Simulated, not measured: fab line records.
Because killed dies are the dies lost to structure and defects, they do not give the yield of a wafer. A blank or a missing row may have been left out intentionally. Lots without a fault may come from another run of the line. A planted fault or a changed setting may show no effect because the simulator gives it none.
fab line records    flow nand_harc    part 2 of 2: steps 22 to 29 of 29
record: lots: 5  wafers: 15  last_day: 23
route steps=1159 shown A_CONTACT@927
lots that met no fault: taken from a fault-free run of the same line
start_h: the number of hours between the record's first day and the start of the first shown wafer of the lot    wait_h: hours from the lot's prior step to this one    " identical to the entry in the row above    L1.1+2: a row that stands for several wafers    - either no value or no given start    * or withheld: withheld    < > ~ a bound
route shown NAME@n: a module of which the file shows steps, and the number in the route of the first    usual: the fault-free wafers' mean and standard deviation    same: alike in all rows    chamber/n: place in a boat    sites: per-site readings    _std_site: standard deviation across them    _edge_site: the outer-site mean with the inner-site mean subtracted    radius_mm: for every site, how far away it sits from the centre of the wafer    mask NAME#n: copy n    behind: tool/chamber where the wafer was last shaped    hold: why the lot went on hold/how many hours it stayed there/how the hold came to an end    device: which transistor (n, p or np) failed to switch    end of line: tests run on the same wafers once the route is complete    a step without rows: its recipe alone    killed: dies lost to structure and defects at the first sort, not the wafer's yield    map: shows each die of a wafer: x if killed, . if not, _ if none is there
set.NAME: the setting the step ran with; set.NAME@STEP: the setting that earlier step ran with    model.NAME: the simulator's own value behind a step, which no gauge read
certain route steps with their lots: each step a table, each wafer a row
services: when a tool's chamber went out of use (start_h, in hours from the record's first day, below 0 if earlier), for how many hours, and the reason
== steps ==
step: NHARC_A_CONTACT_ETCH_139
recipe: source_w: withheld  pressure_mtorr: 20  bias_v: 400  time_s: 137  target_depth_a: 5900  ar_flow_sccm: withheld  c4f8_flow_sccm: 11.5  o2_flow_sccm: 7.2  chemistry: C4F8/O2/Ar
lot.wafer  tool             chamber  start_h  wait_h  rf_hours_counter_h
L079.4     har_cap_etch-02  0        427.17   0.1     -
L079.3     "                1        "        "       -
L079.6     "                0        "        "       -
L085.4     har_cap_etch-01  0        456.04   0.1     -
L085.5     "                0        "        "       -
L085.6     "                1        "        "       -
L092.2     har_cap_etch-02  1        485.15   0.1     38
L092.1     "                0        "        "       38
L092.4     "                1        "        "       -
L093.1     har_cap_etch-01  1        498.72   0.1     66
L093.6     "                0        "        "       -
L093.5     "                1        "        "       -
L097.1     har_cap_etch-02  1        509.58   0.1     44
L097.3     "                1        "        "       -
L097.6     "                0        "        "       -
step: NHARC_A_CONTACT_ETCH_92
recipe: target_depth_a: 400  over_etch_frac: 0.5  time_s: 85.7  ion_energy_ev: 120  ch3f_flow_sccm: 50  o2_flow_sccm: 30  ar_flow_sccm: 200  rf_w: 500  bias_w: 100  chemistry: CH3F/O2
usual: drypump_motor_current_A: 5.69/0.23  oes_product_au: 0.934/0.029  rf_vpp_V: 244.2/1.5  showerhead_plenum_p_Torr: 2.45/0.097  throttle_valve_pct: 20.662/0.0088
lot.wafer  tool         chamber  start_h  wait_h  drypump_motor_current_A  oes_product_au  rf_hours_counter_h  rf_vpp_V  showerhead_plenum_p_Torr  throttle_valve_pct
L079.3     rie_diel-08  1        427.52   0.3     5.92                     0.936           25                  245.1     2.55                      20.674
L079.6     "            0        "        "       5.56                     0.936           -                   242.9     2.40                      20.663
L079.4     "            2        "        "       5.34                     0.927           -                   241.1     2.30                      20.662
L085.4     rie_diel-01  1        456.55   0.5     5.87                     1.024           -                   241.6     2.30                      20.666
L085.6     "            3        "        "       6.05                     0.996           -                   243.9     2.48                      20.656
L085.5     "            0        "        "       5.36                     0.995           -                   244.7     2.48                      20.668
L092.2     rie_diel-11  0        485.55   0.4     5.44                     0.926           44                  246.7     2.56                      20.658
L092.1     "            2        "        "       5.60                     0.927           39                  243.6     2.35                      20.662
L092.4     "            3        "        "       5.81                     0.925           42                  244.8     2.52                      20.655
L093.1     rie_diel-08  0        499.08   0.3     5.59                     0.938           3                   243.8     2.40                      20.649
L093.6     "            0        "        "       5.56                     0.949           -                   242.8     2.40                      20.665
L093.5     "            1        "        "       5.91                     0.939           -                   244.5     2.55                      20.659
L097.1     rie_diel-11  0        510.00   0.4     5.41                     0.921           53                  244.8     2.55                      20.677
L097.3     "            2        "        "       5.61                     0.927           47                  244.1     2.35                      20.663
L097.6     "            0        "        "       5.43                     0.926           -                   245.8     2.55                      20.653
step: NHARC_A_CONTACT_ETCH_98
recipe: target_depth_a: 200  over_etch_frac: 0.5  time_s: 10  ion_energy_ev: 250  c4f6_flow_sccm: 25  o2_flow_sccm: 20  ar_flow_sccm: 500  rf_w: 600  bias_w: 500  chemistry: C4F6/O2
usual: drypump_motor_current_A: 5.70/0.24  oes_product_au: 0.959/0.024  rf_vpp_V: 546/3.1  showerhead_plenum_p_Torr: 3.88/0.14  throttle_valve_pct: 26.904/0.0094
lot.wafer  tool         chamber  start_h  wait_h  drypump_motor_current_A  oes_product_au  rf_hours_counter_h  rf_vpp_V  showerhead_plenum_p_Torr  throttle_valve_pct
L079.3     rie_diel-08  0        427.73   0.2     5.59                     0.987           25                  546       3.84                      26.904
L079.6     "            0        "        "       5.59                     0.985           -                   545       3.84                      26.897
L079.4     "            1        "        "       5.93                     0.985           -                   551       4.06                      26.902
L085.5     rie_diel-01  3        456.67   0.1     6.08                     0.988           -                   547       3.95                      26.909
L085.4     "            0        "        "       5.36                     0.988           -                   548       3.95                      26.886
L085.6     "            1        "        "       5.87                     1.014           -                   541       3.68                      26.892
L092.2     rie_diel-11  2        -        -       5.61                     0.951           39                  545       3.76                      26.915
L092.1     "            3        "        "       5.80                     0.927           42                  549       4.02                      26.896
L092.4     "            1        "        "       5.77                     0.940           42                  543       3.80                      26.905
L093.1     rie_diel-08  0        -        -       5.59                     0.984           3                   543       3.83                      26.920
L093.5     "            0        "        "       5.58                     0.993           -                   546       3.83                      26.907
L093.6     "            1        "        "       5.94                     0.974           -                   548       4.05                      26.904
L097.3     rie_diel-11  3        -        -       5.80                     0.954           52                  550       4.02                      26.909
L097.1     "            0        "        "       5.46                     0.973           53                  551       4.07                      26.907
L097.6     "            2        "        "       5.60                     0.968           -                   543       3.75                      26.924
step: NHARC_A_CONTACT_CD_MEAS_15
usual: cd_nm: 90.0/0.82
lot.wafer  tool       chamber  start_h  wait_h  cd_nm
L079.3     cd_sem-02  -        427.82   -       89.3
L079.4     "          -        "        "       89.3
L079.6     "          -        "        "       88.5
L085.4     cd_sem-01  -        456.75   -       90.1
L085.5     "          -        "        "       88.9
L085.6     "          -        "        "       89.5
L092.1     cd_sem-02  -        485.77   -       90.0
L092.2     "          -        "        "       90.7
L092.4     "          -        "        "       89.3
L093.1     cd_sem-03  -        499.40   -       90.1
L093.5     "          -        "        "       90.7
L093.6     "          -        "        "       89.8
L097.1     cd_sem-01  -        510.37   -       90.5
L097.3     "          -        "        "       90.1
L097.6     "          -        "        "       91.2
step: NHARC_A_CONTACT_STRIP_107
recipe: n2_flow_sccm: 150  h2_flow_sccm: 150  ar_flow_sccm: 0  bias_w: 0  chemistry: N2/H2
lot.wafer   tool         chamber  start_h  wait_h
L079.3+4+6  rie_diel-01  1,3,0    427.89   0.1
L085.4+6+5  rie_diel-08  3,2,3    456.84   0.1
L092.4+2+1  rie_diel-11  1,2,3    485.85   0.1
L093.1+6+5  rie_diel-08  0,3,0    499.57   0.2
L097.1+3+6  rie_diel-08  0,2,0    510.46   0.1
step: NHARC_A_CONTACT_STRIP_108
recipe: cf4_flow_sccm: 100  chf3_flow_sccm: 30  ar_flow_sccm: 0  bias_w: 0  chemistry: CF4/CHF3
lot.wafer   tool         chamber  start_h  wait_h
L079.3+6+4  rie_diel-01  3,1,0    428.00   0.1
L085.4+6+5  rie_diel-08  3,1,2    456.97   0.1
L092.2+4+1  rie_diel-11  0,2,3    485.94   0.1
L093.1+6+5  rie_diel-08  0,1,2    499.78   0.2
L097.3+1+6  rie_diel-08  3,1,2    510.55   0.1
step: NHARC_A_CONTACT_STRIP_109
recipe: o2_flow_sccm: 400  cos_flow_sccm: 20  ar_flow_sccm: 0  bias_w: 0  chemistry: O2/COS
lot.wafer   tool         chamber  start_h  wait_h
L079.3+4+6  rie_diel-01  1,1,3    428.38   0.4
L085.4+5+6  rie_diel-08  0,2,3    457.03   0.1
L092.1+2+4  rie_diel-11  0,1,3    486.00   0.0
L093.1+6+5  rie_diel-08  3,1,2    499.88   0.1
L097.3+1+6  rie_diel-08  2,0,2    510.60   0.1
step: NHARC_A_CONTACT_ETCH_110
recipe: target_depth_a: 500  overetch_a: 50  time_s: 27.5  ion_energy_ev: 100  cf4_flow_sccm: 80  o2_flow_sccm: 20  ar_flow_sccm: 0  rf_w: 300  bias_w: 100  chemistry: CF4/O2
usual: cf4_flow_sccm: 79.98/0.22  drypump_motor_current_A: 5.68/0.23  oes_product_au: 0.998/0.011  rf_vpp_V: 197.5/1.3  showerhead_plenum_p_Torr: 1.32/0.053  throttle_valve_pct: 13.397/0.009
lot.wafer  tool         chamber  start_h  wait_h  cf4_flow_sccm  drypump_motor_current_A  oes_product_au  rf_hours_counter_h  rf_vpp_V  showerhead_plenum_p_Torr  throttle_valve_pct
L079.3     rie_diel-01  1        428.46   0.1     80.31          5.85                     1.018           37                  196.4     1.25                      13.398
L079.4     "            3        "        "       80.13          6.06                     0.995           -                   198.2     1.35                      13.405
L079.6     "            0        "        "       79.77          5.39                     0.982           -                   197.7     1.35                      13.399
L085.4     rie_diel-08  1        457.09   0.1     79.96          5.94                     1.001           31                  199.3     1.38                      13.390
L085.6     "            1        "        "       79.99          5.93                     0.998           -                   197.9     1.38                      13.385
L085.5     "            2        "        "       80.12          5.37                     0.996           -                   195.2     1.25                      13.403
L092.4     rie_diel-11  3        486.07   0.1     79.76          5.82                     1.006           42                  198.6     1.37                      13.395
L092.2     "            0        "        "       80.07          5.43                     1.019           44                  199.1     1.39                      13.407
L092.1     "            1        "        "       80.13          5.79                     0.983           42                  195.8     1.29                      13.391
L093.1     rie_diel-08  2        499.97   0.1     79.94          5.36                     0.982           2                   194.7     1.24                      13.383
L093.6     "            0        "        "       79.76          5.59                     1.020           -                   197.5     1.30                      13.410
L093.5     "            1        "        "       79.78          5.92                     1.008           -                   200.4     1.38                      13.401
L097.3     rie_diel-08  2        510.67   0.1     79.78          5.32                     0.989           5                   196.2     1.24                      13.404
L097.1     "            3        "        "       79.95          5.96                     0.994           5                   196.5     1.30                      13.402
L097.6     "            1        "        "       79.91          5.90                     0.995           -                   197.7     1.38                      13.389
== services ==
tool             chamber  start_h  hours  kind
rie_diel-08      0        408.91   -      clean
rie_diel-08      1        408.91   -      clean
rie_diel-08      2        408.91   -      clean
rie_diel-08      3        408.91   -      clean
rie_diel-01      2        423.97   50.2   repair
arfi_scanner-02  -        428.00   4.0    pm
rie_diel-08      0        433.41   -      clean
rie_diel-08      1        433.41   -      clean
rie_diel-08      2        433.41   -      clean
rie_diel-08      3        433.41   -      clean
rie_diel-08      1        437.38   8.4    repair
litho_track-01   -        443.00   7.0    pm
rie_diel-08      0        457.98   -      clean
rie_diel-08      1        457.98   -      clean
rie_diel-08      2        457.98   -      clean
rie_diel-08      2        461.42   1.3    repair
arfi_scanner-03  -        465.70   1.2    repair
rie_diel-01      3        466.91   9.3    repair
litho_track-06   -        467.00   7.0    pm
arfi_scanner-01  -        475.90   4.1    repair
rie_diel-08      -        478.80   9.0    pm
arfi_scanner-03  -        484.00   4.0    pm
litho_track-04   -        491.00   7.0    pm
rie_diel-01      -        491.88   9.0    pm
